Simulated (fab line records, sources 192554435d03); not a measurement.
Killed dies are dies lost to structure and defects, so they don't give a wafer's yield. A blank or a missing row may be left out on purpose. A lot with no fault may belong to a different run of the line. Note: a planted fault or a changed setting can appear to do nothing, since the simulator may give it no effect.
fab line records ; flow n5_finfet
record: lots: 5; wafers: 15; last_day: 18
route steps=1938 shown BEOL_M11@1597 BEOL_M12@1602 PASSIVATION@1936
lots that met no fault: from a run of the same line without faults
start_h: the number of hours between the record's first day and the start of the first shown wafer of the lot ; wait_h: how many hours have passed since the lot's step before this one ; " repeats the value in the row above ; L1.1+2: a single row standing in for several wafers ; - no value present, or no start provided ; * or withheld: withheld ; < > ~ a bound
route shown NAME@n: names a module that has steps shown in the file, with the first one's number in the route ; usual: mean/standard deviation of fault-free wafers ; same: alike in all rows ; chamber/n: place in a boat ; sites: each site's reading ; _std_site: standard deviation across them ; _edge_site: the outer-site mean with the inner-site mean subtracted ; radius_mm: how far each site lies from the wafer's centre ; mask NAME#n: copy n ; behind: tool/chamber where the wafer was last shaped ; hold: reason for holding the lot/hours on hold/outcome of the hold ; device: the transistor (n, p or np) that didn't switch ; end of line: at the end of the route, the tests of the same wafers ; where a step has no rows: the recipe by itself ; killed: at the first sort, the dies lost to defects and structure; wafer yield is something else ; map: a wafer's dies, marking killed ones x, the rest . and places with no die _
set.NAME: setting as actually run; set.NAME@STEP: the setting as run at that earlier step ; model.NAME: the simulator's own value behind a step, which no gauge read
lots at some steps of the route; a table a step, a row a wafer
services: a tool's chamber out of use, with start hour (start_h, from the record's first day; less than 0 if before it), hours out, and reason
== steps ==
step: N5_BEOL_M11_THK_MEAS_53
recipe: thk_meas_gauge: xrf; reads: Cu_of_BEOL_M11_ECD_50
usual: M11_THK: 140.8/2.6
lot.wafer;tool;chamber;start_h;wait_h;M11_THK[nm]
L622.1;film_metro-01;-;283.77;-;141.6
L622.4;film_metro-01;-;283.77;-;147.7
L622.5;film_metro-01;-;283.77;-;139.1
L620.2;film_metro-02;-;287.26;-;138.8
L620.3;film_metro-02;-;287.26;-;141.2
L620.6;film_metro-02;-;287.26;-;139.4
L619.2;film_metro-01;-;288.49;-;139.8
L619.4;film_metro-01;-;288.49;-;138.4
L619.6;film_metro-01;-;288.49;-;142.8
L635.4;film_metro-01;-;367.13;-;145.2
L635.5;film_metro-01;-;367.13;-;138.3
L635.6;film_metro-01;-;367.13;-;138.0
L634.1;film_metro-02;-;383.23;-;141.9
L634.2;film_metro-02;-;383.23;-;147.3
L634.6;film_metro-02;-;383.23;-;145.3
step: N5_BEOL_M11_PRE_CLEAN_55
recipe: gas: NH3; time_s: 15; temp_c: withheld; rf_power_w: 300
step: N5_BEOL_M11_DEP_56
recipe: material: SiCN; target_thk_a: 300; temp_c: withheld; precursor: 3MS/NH3; pressure_torr: 3; rf_w: 675; time_s: 10.5
usual: showerhead_plenum_p_Torr: 4.161/0.021; throttle_valve_pct: 18.4/0.79
lot.wafer;tool;chamber;start_h;wait_h;showerhead_plenum_p_Torr;since_wet_clean_h;throttle_valve_pct
L622.1;pecvd-01;0;283.84;0.0;4.157;806;20.2
L622.4;pecvd-01;2;283.84;0.0;4.164;-;17.5
L622.5;pecvd-01;0;283.84;0.0;4.150;-;20.1
L620.2;pecvd-01;0;287.33;0.0;4.145;810;20.1
L620.3;pecvd-01;2;287.33;0.0;4.162;-;17.6
L620.6;pecvd-01;0;287.33;0.0;4.155;-;20.0
L619.2;pecvd-01;0;288.55;0.0;4.155;811;20.1
L619.4;pecvd-01;2;288.55;0.0;4.167;-;17.4
L619.6;pecvd-01;1;288.55;0.0;4.143;-;19.0
L635.4;pecvd-03;0;367.20;0.0;4.161;-;18.2
L635.5;pecvd-03;2;367.20;0.0;4.139;-;18.5
L635.6;pecvd-03;1;367.20;0.0;4.199;-;18.0
L634.1;pecvd-03;0;383.29;0.0;4.159;1268;18.4
L634.2;pecvd-03;1;383.29;0.0;4.206;1993;17.8
L634.6;pecvd-03;0;383.29;0.0;4.167;-;18.4
step: N5_BEOL_M11_RS_MEAS_57
recipe: thk_meas_gauge: four-point-probe; reads: Cu_of_BEOL_M11_ECD_50+Co_of_BEOL_M11_CVD_75+TaN_of_BEOL_M11_ALD_74
usual: M11_RS: 0.1503/0.0027
lot.wafer;tool;chamber;start_h;wait_h;M11_RS[ohm/sq]
L622.1;film_metro-02;-;283.92;0.1;0.1509
L622.4;film_metro-02;-;283.92;0.1;0.1437
L622.5;film_metro-02;-;283.92;0.1;0.1529
L620.2;film_metro-02;-;287.41;0.1;0.1532
L620.3;film_metro-02;-;287.41;0.1;0.1504
L620.6;film_metro-02;-;287.41;0.1;0.1522
L619.2;film_metro-01;-;288.62;0.0;0.1519
L619.4;film_metro-01;-;288.62;0.0;0.1529
L619.6;film_metro-01;-;288.62;0.0;0.1482
L635.4;film_metro-02;-;367.25;0.0;0.1445
L635.5;film_metro-02;-;367.25;0.0;0.1517
L635.6;film_metro-02;-;367.25;0.0;0.1522
L634.1;film_metro-02;-;383.36;0.0;0.1501
L634.2;film_metro-02;-;383.36;0.0;0.1435
L634.6;film_metro-02;-;383.36;0.0;0.1454
step: N5_BEOL_M11_INSPECT_58
recipe: inspect_instrument: darkfield; mode: post_dep
usual: raw_defect_count: 71/22
lot.wafer;tool;chamber;start_h;wait_h;raw_defect_count
L622.1;defect_inspect-01;-;283.95;0.0;85
L622.4;defect_inspect-01;-;283.95;0.0;94
L622.5;defect_inspect-01;-;283.95;0.0;100
L620.2;defect_inspect-02;-;287.44;0.0;65
L620.3;defect_inspect-02;-;287.44;0.0;39
L620.6;defect_inspect-02;-;287.44;0.0;43
L619.2;defect_inspect-02;-;288.64;0.0;65
L619.4;defect_inspect-02;-;288.64;0.0;51
L619.6;defect_inspect-02;-;288.64;0.0;79
L635.4;defect_inspect-01;-;367.28;0.0;91
L635.5;defect_inspect-01;-;367.28;0.0;115
L635.6;defect_inspect-01;-;367.28;0.0;83
L634.1;defect_inspect-02;-;383.38;0.0;49
L634.2;defect_inspect-02;-;383.38;0.0;93
L634.6;defect_inspect-02;-;383.38;0.0;65
step: N5_BEOL_M12_ILD_DEP_00
recipe: material: SiOC; target_thk_a: 6589.2; temp_c: 350; precursor: DEMS/O2; pressure_torr: 5; rf_w: 500; time_s: 130.7
usual: heater_power_w: 481/71; showerhead_plenum_p_Torr: 5.694/0.012; susceptor_temp_C: 350.01/0.2; throttle_valve_pct: 12.0/0.61
lot.wafer;tool;chamber;start_h;wait_h;heater_power_w;showerhead_plenum_p_Torr;since_wet_clean_h;susceptor_temp_C;throttle_valve_pct
L622.1;pecvd-04;0;283.99;0.0;591;5.701;988;350.00;12.5
L622.4;pecvd-04;0;283.99;0.0;597;5.704;-;349.97;12.5
L622.5;pecvd-04;2;283.99;0.0;554;5.712;-;350.11;11.5
L620.2;pecvd-02;2;287.47;0.0;507;5.714;573;350.04;11.7
L620.3;pecvd-02;0;287.47;0.0;583;5.699;1354;349.78;12.4
L620.6;pecvd-02;0;287.47;0.0;617;5.712;-;349.88;12.2
L619.2;pecvd-02;2;288.68;0.0;506;5.692;574;349.95;11.6
L619.4;pecvd-02;0;288.68;0.0;535;5.723;-;349.85;11.9
L619.6;pecvd-02;2;288.68;0.0;398;5.706;-;350.08;11.7
L635.4;pecvd-04;2;367.36;0.1;586;5.707;-;350.14;11.5
L635.5;pecvd-04;0;367.36;0.1;585;5.691;-;349.68;12.4
L635.6;pecvd-04;1;367.36;0.1;448;5.685;-;350.00;12.5
L634.1;pecvd-01;2;383.42;0.0;475;5.694;152;349.66;11.9
L634.2;pecvd-01;0;383.42;0.0;560;5.678;906;350.28;13.5
L634.6;pecvd-01;0;383.42;0.0;447;5.685;-;350.39;13.6
step: N5_BEOL_M12_THK_MEAS_01
recipe: reads: SiOC_of_BEOL_M12_ILD_DEP_00
usual: M12_ILD_THK: 659/7.7
lot.wafer;tool;chamber;start_h;wait_h;M12_ILD_THK[nm]
L622.1;film_metro-02;-;284.12;0.1;648
L622.4;film_metro-02;-;284.12;0.1;654
L622.5;film_metro-02;-;284.12;0.1;664
L620.2;film_metro-02;-;287.61;0.1;657
L620.3;film_metro-02;-;287.61;0.1;647
L620.6;film_metro-02;-;287.61;0.1;668
L619.2;film_metro-01;-;288.81;0.1;649
L619.4;film_metro-01;-;288.81;0.1;651
L619.6;film_metro-01;-;288.81;0.1;663
L635.4;film_metro-02;-;367.45;0.0;674
L635.5;film_metro-02;-;367.45;0.0;667
L635.6;film_metro-02;-;367.45;0.0;678
L634.1;film_metro-02;-;383.55;0.1;652
L634.2;film_metro-02;-;383.55;0.1;664
L634.6;film_metro-02;-;383.55;0.1;676
step: N5_BEOL_M12_COAT_58
recipe: resist: BARC; temp_c: 205; time_s: 60; spin_rpm: 1500; resist_thk_nm: 89
step: N5_BEOL_M12_COAT_04
recipe: spin_rpm: 1625; resist_thk_nm: 400
step: N5_BEOL_M12_EBR_06
recipe: solvent: PGMEA; ebr_width_mm: 1.5
step: N5_BEOL_M12_SOFTBAKE_05
recipe: temp_c: 130; time_s: 60
step: N5_BEOL_M12_EXPOSE_07
recipe: mask_id: V11; na: 0.93; source_shape: conventional; sigma_outer: 0.6; polarization: unpolarized; attpsm_phase_deg: 180; dose_mj: 32.5
step: N5_BEOL_M12_PEB_08
recipe: peb_temp_c: 130; peb_time_s: 90
usual: plate_temp_C: 130.00/0.15; resist_line_temp_C: 23.02/0.11
lot.wafer;tool;chamber;start_h;wait_h;plate_temp_C;resist_line_temp_C
L622.1;litho_track-04;0;284.43;0.1;130.10;23.07
L622.4;litho_track-04;0;284.43;0.1;130.08;22.94
L622.5;litho_track-04;0;284.43;0.1;129.93;23.07
L620.2;litho_track-01;0;287.79;0.0;130.07;22.97
L620.3;litho_track-01;0;287.79;0.0;130.11;22.94
L620.6;litho_track-01;0;287.79;0.0;129.98;23.01
L619.2;litho_track-03;0;289.00;0.0;129.79;22.92
L619.4;litho_track-03;0;289.00;0.0;129.77;22.95
L619.6;litho_track-03;0;289.00;0.0;130.03;22.91
L635.4;litho_track-03;0;367.63;0.0;130.16;23.11
L635.5;litho_track-03;0;367.63;0.0;129.96;23.13
L635.6;litho_track-03;0;367.63;0.0;130.16;23.04
L634.1;litho_track-04;0;383.74;0.1;129.95;23.06
L634.2;litho_track-04;0;383.74;0.1;130.01;23.05
L634.6;litho_track-04;0;383.74;0.1;130.16;22.96
step: N5_BEOL_M12_DEVELOP_09
recipe: develop_time_s: 45; rinse_liquid: diw; dry: air_spin; dev_temp_c: 21
step: N5_BEOL_M12_HARDBAKE_14
recipe: temp_c: 130; time_s: 120
step: N5_BEOL_M12_CD_MEAS_10
recipe: target_cd_nm: 140; landing_energy_ev: 500; detector: se_inlens; polarity: opening
usual: cd_nm: 140.5/1.4
lot.wafer;tool;chamber;start_h;wait_h;cd_nm
L622.1;cd_sem-03;0;284.54;-;141.0
L622.4;cd_sem-03;0;284.54;-;141.4
L622.5;cd_sem-03;0;284.54;-;145.8
L620.2;cd_sem-01;0;287.91;-;140.7
L620.3;cd_sem-01;0;287.91;-;141.3
L620.6;cd_sem-01;0;287.91;-;140.4
L619.2;cd_sem-01;0;289.11;-;137.7
L619.4;cd_sem-01;0;289.11;-;137.1
L619.6;cd_sem-01;0;289.11;-;139.2
L635.4;cd_sem-01;0;367.75;-;143.7
L635.5;cd_sem-01;0;367.75;-;141.7
L635.6;cd_sem-01;0;367.75;-;141.5
L634.1;cd_sem-01;0;383.85;-;140.4
L634.2;cd_sem-01;0;383.85;-;138.6
L634.6;cd_sem-01;0;383.85;-;139.5
step: N5_BEOL_M12_OVL_MEAS_11
recipe: points_per_wafer: 44
usual: V11_OVL: 1/5.3
lot.wafer;tool;chamber;start_h;wait_h;V11_OVL[nm]
L622.1;overlay-01;0;284.58;0.0;2
L622.4;overlay-01;0;284.58;0.0;-6
L622.5;overlay-01;0;284.58;0.0;0
L620.2;overlay-01;0;287.94;0.0;-4
L620.3;overlay-01;0;287.94;0.0;-1
L620.6;overlay-01;0;287.94;0.0;-4
L619.2;overlay-01;0;289.14;0.0;-4
L619.4;overlay-01;0;289.14;0.0;-9
L619.6;overlay-01;0;289.14;0.0;-8
L635.4;overlay-02;0;367.78;0.0;1
L635.5;overlay-02;0;367.78;0.0;-7
L635.6;overlay-02;0;367.78;0.0;0
L634.1;overlay-02;0;383.88;0.0;4
L634.2;overlay-02;0;383.88;0.0;1
L634.6;overlay-02;0;383.88;0.0;-5
step: N5_PASSIVATION_PROBE_49
usual: defect_limited_yield: 91.1/1.3; killed_at_M0_to_M3: 34/10; killed_at_M4_up: 14/5.7; killed_at_contacts: 12/5.9; killed_at_front_end: 41/12; killed_at_other: 4/3.1; killed_dies: 105/15; killed_on_rim: 14/4.2; killed_open: 69/11; killed_short: 35/7.8; sort_bin_5_function: 5.3/0.81; sort_bin_6_memory: 3.3/0.75; sort_n_pass: 1075/15; sort_yield_pct: 91.1/1.3
same: gross_dies: 1180; killed_at_back_side: 0; sort_bin_4_leakage[%]: 0; sort_bin_8_speed[%]: 0
lot.wafer;tool;chamber;start_h;wait_h;defect_limited_yield[%];killed_at_M0_to_M3;killed_at_M4_up;killed_at_contacts;killed_at_front_end;killed_at_other;killed_dies;killed_on_rim;killed_open;killed_short;sort_bin_5_function[%];sort_bin_6_memory[%];sort_n_pass;sort_yield_pct[%]
L620.2;prober-02;-;329.70;0.1;90.0;37;9;8;60;4;118;15;74;39;6.0;3.3;1062;90.0
L620.3;prober-02;-;329.75;0.1;90.4;39;12;12;48;2;113;22;68;45;5.7;3.6;1067;90.4
L622.1;prober-02;-;336.14;0.0;89.2;39;4;9;66;9;127;18;83;44;5.9;4.2;1053;89.2
L622.4;prober-02;-;336.29;0.2;91.1;28;4;12;57;4;105;19;61;42;4.8;3.7;1075;91.1
L622.5;prober-02;-;336.34;0.2;90.8;23;13;11;57;5;109;10;66;42;6.8;1.9;1071;90.8
killed by level:class
L620.2 FIN_SAQP:geometric_particle:open=20 FIN_SAQP:geometric_particle:short=14 BEOL_M2:geometric_particle:open=13 BEOL_M3:geometric_particle:open=8 MOL_CONTACT_COAG:geometric_particle:open=6 STI_FIN_REVEAL:geometric_particle:open=5 BEOL_M2:geometric_particle:short=5 BEOL_M4:geometric_particle:open=5
L620.3 FIN_SAQP:geometric_particle:short=15 FIN_SAQP:geometric_particle:open=13 BEOL_M3:geometric_particle:open=10 BEOL_M2:geometric_particle:open=9 STI_FIN_REVEAL:geometric_particle:open=7 MOL_CONTACT_COAG:geometric_particle:open=6 MOL_CONTACT_COAG:geometric_particle:short=6 BEOL_M0_SAQP:geometric_particle:short=6
L622.1 FIN_SAQP:geometric_particle:short=20 FIN_SAQP:geometric_particle:open=17 BEOL_M1:geometric_particle:open=13 STI_FIN_REVEAL:geometric_particle:open=10 MOL_CONTACT_COAG:geometric_particle:open=8 BEOL_M3:geometric_particle:open=6 GATE_CUT:geometric_particle:open=4 BEOL_M0_SAQP:geometric_particle:open=4
L622.4 FIN_SAQP:geometric_particle:open=17 FIN_SAQP:geometric_particle:short=15 MOL_CONTACT_COAG:geometric_particle:open=8 BEOL_M1:geometric_particle:open=7 BEOL_M2:geometric_particle:open=4 DUMMY_GATE:geometric_particle:open=4 SPACER0:geometric_particle:short=4 MOL_CONTACT_COAG:geometric_particle:short=4
L622.5 FIN_SAQP:geometric_particle:short=12 FIN_SAQP:geometric_particle:open=10 STI_FIN_REVEAL:geometric_particle:open=9 MOL_CONTACT_COAG:geometric_particle:open=9 STI_FIN_REVEAL:geometric_particle:short=6 BEOL_M1:geometric_particle:open=6 GATE_CUT:geometric_particle:short=5 BEOL_M2:geometric_particle:open=4
== services ==
tool;chamber;start_h;hours;kind
litho_track-03;-;266.70;-;consumable_replace:filter
pecvd-01;1;275.40;12.4;repair
pecvd-01;0;310.41;16.1;repair
pecvd-04;0;319.25;2.1;scheduled_down
pecvd-01;1;347.21;5.5;scheduled_down
pecvd-02;2;350.45;-;calibration
pecvd-03;-;354.52;5.5;pm
pecvd-02;1;383.62;-;clean
pecvd-02;1;383.62;-;consumable_replace:showerhead
pecvd-02;1;383.62;29.0;scheduled_down
pecvd-02;1;383.62;29.0;vent_cycle
== key ==
first_sign: step: N5_BEOL_M12_CD_MEAS_10; reading: cd_nm; direction: up; sigmas: 3.7; usual: 140.5; struck: 145.8
effect none on later readings
met_at N5_BEOL_M12_PEB_08
struck_wafers L622.5
fault: kind: process_parameter_drift; tool: litho_track-04; chamber: -; onset_h: 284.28; steps: N5_BEOL_M12_PEB_08; channel: peb_time_s; offset: *; shape: step; end_h: 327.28; scope: struck_wafers_only; acts_in: *; stated: *
